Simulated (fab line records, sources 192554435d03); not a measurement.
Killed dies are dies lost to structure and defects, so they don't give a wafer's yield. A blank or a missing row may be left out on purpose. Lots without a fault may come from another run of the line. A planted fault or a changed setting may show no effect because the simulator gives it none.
Lot-split experiment ; flow n5_finfet ; 21 wafers read from 7 lots, route of 1938 steps

== SPLIT DETAILS ==
At N5_MOL_CONTACT_COAG_CVD_140 (deposits W, target thk 66.5 nm, time 215 s), the setting target_thk_a was moved away from the recipe's 665 angstrom on 6 of the 21 wafers read, by -11.6% to +3.5%. For the rest of the wafers, this setting stayed at what the recipe calls for.

Reading taken at the split's own step.

== THE READING ==
W_of_MOL_CONTACT_COAG_CVD_140.thk_nm (the simulator's own value, which no gauge read), in nm, at N5_MOL_CONTACT_COAG_CVD_140 (deposits W, target thk 66.5 nm, time 215 s). No usual value for it is given in the file. Average 66.4 nm, standard deviation 0.47 nm, over the 15 wafers here run with the recipe.

wafer;tool, chamber at the split;target_thk_a as run, angstrom;against the recipe;W_of_MOL_CONTACT_COAG_CVD_140.thk_nm, nm;against lot-mates on the recipe
L074.1;cvd_w-01, 1;665;recipe;66.2;-
L074.3;cvd_w-01, 1;665;recipe;67;-
L074.5;cvd_w-01, 1;665;recipe;66.8;-
L076.2;cvd_w-02, 1;665;recipe;65.8;-
L076.3;cvd_w-02, 0;596.7;-10.3%;60;-5.7
L076.5;cvd_w-02, 1;665;recipe;65.6;-
L082.4;cvd_w-01, 1;665;recipe;66.4;-
L082.5;cvd_w-01, 1;665;recipe;66.6;-
L082.6;cvd_w-01, 0;588.1;-11.6%;59.4;-7.1
L083.1;cvd_w-01, 1;665;recipe;67;-
L083.3;cvd_w-01, 1;602;-9.5%;60.8;-6.1
L083.5;cvd_w-01, 0;665;recipe;66.8;-
L084.2;cvd_w-01, 1;608.8;-8.5%;62;-5.2
L084.3;cvd_w-01, 1;665;recipe;67.2;-
L084.4;cvd_w-01, 0;608.8;-8.5%;61.4;-5.8
L088.1;cvd_w-02, 1;688.1;+3.5%;67.6;+1.3
L088.2;cvd_w-02, 0;665;recipe;66.6;-
L088.3;cvd_w-02, 0;665;recipe;66;-
L090.1;cvd_w-02, 1;665;recipe;66.4;-
L090.4;cvd_w-02, 1;665;recipe;66.4;-
L090.2;cvd_w-02, 0;665;recipe;65.8;-

THE FIT
A straight line over all 21 wafers: W_of_MOL_CONTACT_COAG_CVD_140.thk_nm changes by +0.583 nm for each +1% of target_thk_a; r = +0.98; the points scatter about the line by 0.49 nm.
The same after taking each lot's own level away (the mean of its wafers on the recipe; 21 wafers): +0.605 nm for each +1%; r = +0.99; scatter 0.34 nm.
According to that fit, moving target_thk_a by its largest amount changes the reading by 7 nm.
The span of the lots' own levels, 65.70 to 67.20 nm, comes to 3.2 times the standard deviation stated above.
Consequently the slope shifts little with the lot-to-lot level, the two slopes agreeing.
Check: for one of the wafers moved furthest among these (-11.6%), held out of the fit, the line's prediction against its lot-mates is -7.05 nm. Against them it came out at -7.1 nm.

== FURTHER SPLITS ON THESE WAFERS ==
These wafers also went through other splits before the reading. Each is held against what the fit with the lots' levels taken away leaves over:
other split on the same wafers;wafers away from the commonest value;r with W_of_MOL_CONTACT_COAG_CVD_140.thk_nm (lot level and that fit taken away)
N5_GATE_CUT_EXPOSE_10 dose_mj;9;-0.06
N5_MOL_CONTACT_COAG_ALD_27 ald_cycles;11;-0.32
N5_MOL_CONTACT_COAG_ALD_123 ald_cycles;6;-0.16
N5_MOL_CONTACT_COAG_ETCHBACK_136 target_depth_a;11;+0.10

== FILE'S OWN FIT ==
W_of_MOL_CONTACT_COAG_CVD_140.thk_nm changes by +0.605 nm for each +1% of target_thk_a, r = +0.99.
